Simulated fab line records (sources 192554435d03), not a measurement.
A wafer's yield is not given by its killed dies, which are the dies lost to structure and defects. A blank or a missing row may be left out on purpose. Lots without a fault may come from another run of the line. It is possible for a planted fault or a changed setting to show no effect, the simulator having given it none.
Which tool was responsible? -- flow n5_finfet -- 32 wafers from 11 lots sampled at 5 of the route's 1938 steps

WHAT EACH GAUGE READ, for each wafer
The record lacks any reading of a measuring or inspecting step that a usual standard deviation could be used to judge.

WHICH TOOL RAN EACH LOT (tool, then ch and the chambers of the sampled wafers, then the start)
lot,N5_BEOL_M3_SPUTTER_88,N5_BEOL_M15_DEP_53,N5_MIM_TOP_ETCH_ETCH_00,N5_PASSIVATION_SPUTTER_20,N5_PASSIVATION_PROBE_49
L172,"pvd_sputter-03, day 7 06:55","pecvd-03 ch 0,1,2, day 11 08:42","rie_metal-03 ch 0,1, day 11 11:08","pvd_sputter-02, day 11 17:05",-
L176,"pvd_sputter-01, day 8 06:23","pecvd-03 ch 0,1,2, day 12 04:43","rie_metal-01 ch 0,1, day 12 08:50","pvd_sputter-02, day 12 13:43",-
L177,"pvd_sputter-01, day 8 12:41","pecvd-02 ch 0,1, day 12 18:43","rie_metal-03 ch 0,1, day 12 22:41","pvd_sputter-03, day 13 02:50",-
L178,"pvd_sputter-03, day 8 13:32","pecvd-02 ch 0,1,2, day 12 20:26","rie_metal-01 ch 0,1, day 13 02:47","pvd_sputter-03, day 13 06:47","prober-01, day 13 12:46"
L179,"pvd_sputter-03, day 9 06:26","pecvd-03 ch 0,1, day 13 09:42","rie_metal-02 ch 0,1, day 13 13:11","pvd_sputter-03, day 13 16:43","prober-01, day 13 23:01"
L183,"pvd_sputter-03, day 10 12:10","pecvd-03 ch 0,2, day 14 11:22","rie_metal-01 ch 0,1, day 14 17:23","pvd_sputter-03, day 14 22:27","prober-01, day 15 04:44"
L185,"pvd_sputter-01, day 10 12:17","pecvd-04 ch 0,1,2, day 14 12:18","rie_metal-02 ch 0,1, day 14 18:01","pvd_sputter-03, day 14 22:59",-
L187,"pvd_sputter-01, day 10 16:54","pecvd-04 ch 0,1,2, day 14 17:39","rie_metal-02 ch 0,1, day 14 23:01","pvd_sputter-03, day 15 02:53","prober-02, day 15 10:02"
L189,"pvd_sputter-02, day 11 23:38","pecvd-03 ch 0,2, day 15 17:36","rie_metal-02 ch 0,1, day 15 21:24","pvd_sputter-01, day 16 02:14",-
L194,"pvd_sputter-02, day 12 20:39","pecvd-02 ch 0,1,2, day 17 11:20","rie_metal-01 ch 0,1, day 17 14:28","pvd_sputter-03, day 17 21:19",-
L195,"pvd_sputter-02, day 12 23:44","pecvd-03 ch 0,2, day 17 11:49","rie_metal-02 ch 0,1, day 17 14:43","pvd_sputter-02, day 17 20:16",-
- N5_BEOL_M3_SPUTTER_88: material Cu, target thk 4.5 nm, time 8.29 s.
- N5_BEOL_M15_DEP_53: deposits SiCN from 3MS/NH3, target thk 50 nm, time 17.8 s.
- N5_MIM_TOP_ETCH_ETCH_00: etches TiN in Cl2/BCl3, target depth 38.5 nm.
- N5_PASSIVATION_SPUTTER_20: material TaN, target thk 50 nm.
- N5_PASSIVATION_PROBE_49

AS READ BY THE TOOLS THEMSELVES (means over the sampled wafers that have a number; for cases with no such wafer, the mark the record gives instead)
N5_BEOL_M3_SPUTTER_88. Usual: 29.9 % for throttle_valve_pct, sd 0.92.
lot,tool,throttle_valve_pct (%),flag
L172,pvd_sputter-03,29.8,
L176,pvd_sputter-01,29.5,
L177,pvd_sputter-01,29.4,
L178,pvd_sputter-03,29.4,
L179,pvd_sputter-03,30.3,
L183,pvd_sputter-03,29.6,
L185,pvd_sputter-01,29.9,
L187,pvd_sputter-01,29.5,
L189,pvd_sputter-02,29.9,
L194,pvd_sputter-02,30.0,
L195,pvd_sputter-02,29.6,

N5_BEOL_M15_DEP_53. Usual: showerhead_plenum_p_Torr 4.148 Torr, standard deviation 0.024; throttle_valve_pct 17.8 %, standard deviation 0.99.
lot,tool,showerhead_plenum_p_Torr (Torr),throttle_valve_pct (%),flag
L172,pecvd-03,4.168,18.4,
L176,pecvd-03,4.162,18.3,
L177,pecvd-02,4.150,17.7,
L178,pecvd-02,4.140,17.6,
L179,pecvd-03,4.190,18.0,
L183,pecvd-03,4.169,17.5,
L185,pecvd-04,4.148,18.1,
L187,pecvd-04,4.145,18.0,
L189,pecvd-03,4.160,17.9,
L194,pecvd-02,4.139,17.4,
L195,pecvd-03,4.168,17.7,

N5_MIM_TOP_ETCH_ETCH_00. Usual: bcl3_flow_sccm 21.74 sccm, standard deviation 0.07; chamber_pressure_mTorr 10.000 mTorr, standard deviation 0.0093; drypump_motor_current_A 5.45 A, standard deviation 0.25; oes_product_au 0.79 a.u., standard deviation 0.081; throttle_valve_pct 22.92 %, standard deviation 0.23.
lot,tool,bcl3_flow_sccm (sccm),chamber_pressure_mTorr (mTorr),drypump_motor_current_A (A),oes_product_au (a.u.),throttle_valve_pct (%),flag
L172,rie_metal-03,21.77,10.004,5.58,0.83,22.89,
L176,rie_metal-01,21.70,9.997,5.38,0.75,22.72,
L177,rie_metal-03,21.75,9.993,5.70,0.85,22.93,
L178,rie_metal-01,21.75,10.003,5.38,0.75,22.73,
L179,rie_metal-02,21.69,10.006,5.42,0.78,22.99,
L183,rie_metal-01,21.72,9.992,5.41,0.70,22.99,
L185,rie_metal-02,21.73,9.995,5.25,0.82,23.03,
L187,rie_metal-02,21.66,9.997,5.45,0.77,23.00,
L189,rie_metal-02,21.75,10.001,5.34,0.79,23.02,
L194,rie_metal-01,21.71,10.006,5.35,0.83,22.64,
L195,rie_metal-02,21.82,9.999,5.44,0.76,23.01,

N5_PASSIVATION_SPUTTER_20. Usual: 29.9 % for throttle_valve_pct, sd 0.85.
lot,tool,throttle_valve_pct (%),flag
L172,pvd_sputter-02,29.3,
L176,pvd_sputter-02,29.9,
L177,pvd_sputter-03,29.9,
L178,pvd_sputter-03,30.1,
L179,pvd_sputter-03,30.3,
L183,pvd_sputter-03,30.2,
L185,pvd_sputter-03,30.3,
L187,pvd_sputter-03,29.6,
L189,pvd_sputter-01,29.3,
L194,pvd_sputter-03,30.0,
L195,pvd_sputter-02,29.9,

N5_PASSIVATION_PROBE_49. Usual: defect_limited_yield 91.1 %, standard deviation 1.4; killed_at_M0_to_M3 33, standard deviation 9.1; killed_at_M4_up 14, standard deviation 5.6; killed_at_contacts 13, standard deviation 5.7; killed_at_front_end 42, standard deviation 12; killed_at_other 4, standard deviation 3; killed_dies 105, standard deviation 16; killed_on_rim 13, standard deviation 4; killed_open 69, standard deviation 11; killed_short 34, standard deviation 7.5; sort_bin_4_leakage 0.00 %, standard deviation 0.0072; sort_bin_5_function 5.2 %, standard deviation 0.91; sort_bin_6_memory 3.3 %, standard deviation 0.64; sort_n_pass 1075, standard deviation 16; sort_yield_pct 91.1 %, standard deviation 1.4.
lot,tool,defect_limited_yield (%),killed_at_M0_to_M3,killed_at_M4_up,killed_at_contacts,killed_at_front_end,killed_at_other,killed_dies,killed_on_rim,killed_open,killed_short,sort_bin_4_leakage (%),sort_bin_5_function (%),sort_bin_6_memory (%),sort_n_pass,sort_yield_pct (%),flag
L178,prober-01,89.4,36,13,13,57,6,125,18,78,45,0.00,6.3,4.0,1055,89.4,
L179,prober-01,83.3,136,8,9,42,2,197,24,59,31,0.00,9.5,3.7,983,83.3,OFF
L183,prober-01,81.3,147,14,10,47,2,220,25,66,26,0.00,9.9,4.8,960,81.3,OFF
L187,prober-02,91.6,31,20,9,39,1,99,14,71,27,0.00,4.9,3.3,1081,91.6,

THE ANSWER, worked out from the rows above alone
Rule: a lot is off if the mean of its wafers that have a number lies more than 3 standard deviations from the usual mean. A lot without any number at a reading at which 4 lots or more have one is off too. Any other lot the step has rows for is counted as sound. The gauges are gone through in route order, then the tools' own readings, and for those a lot's mean is taken as printed above. The first step at which some lot is off is used, and at that step the reading that is off furthest; a lot without a number counts as furthest.
Off at N5_PASSIVATION_PROBE_49 (killed_at_M0_to_M3): L179, L183. Neither off nor sound, because the step has no rows for them: L172, L176, L177, L185, L189, L194, L195.
A tool fits if, at that step or a process step before it, it ran every lot that is off, and no sound lot after the first of them. Can't be told from this: 3 tools fit, pvd_sputter-03 at N5_BEOL_M3_SPUTTER_88, pecvd-03 at N5_BEOL_M15_DEP_53, prober-01 at N5_PASSIVATION_PROBE_49.

WHAT THE SIMULATOR PUT IN
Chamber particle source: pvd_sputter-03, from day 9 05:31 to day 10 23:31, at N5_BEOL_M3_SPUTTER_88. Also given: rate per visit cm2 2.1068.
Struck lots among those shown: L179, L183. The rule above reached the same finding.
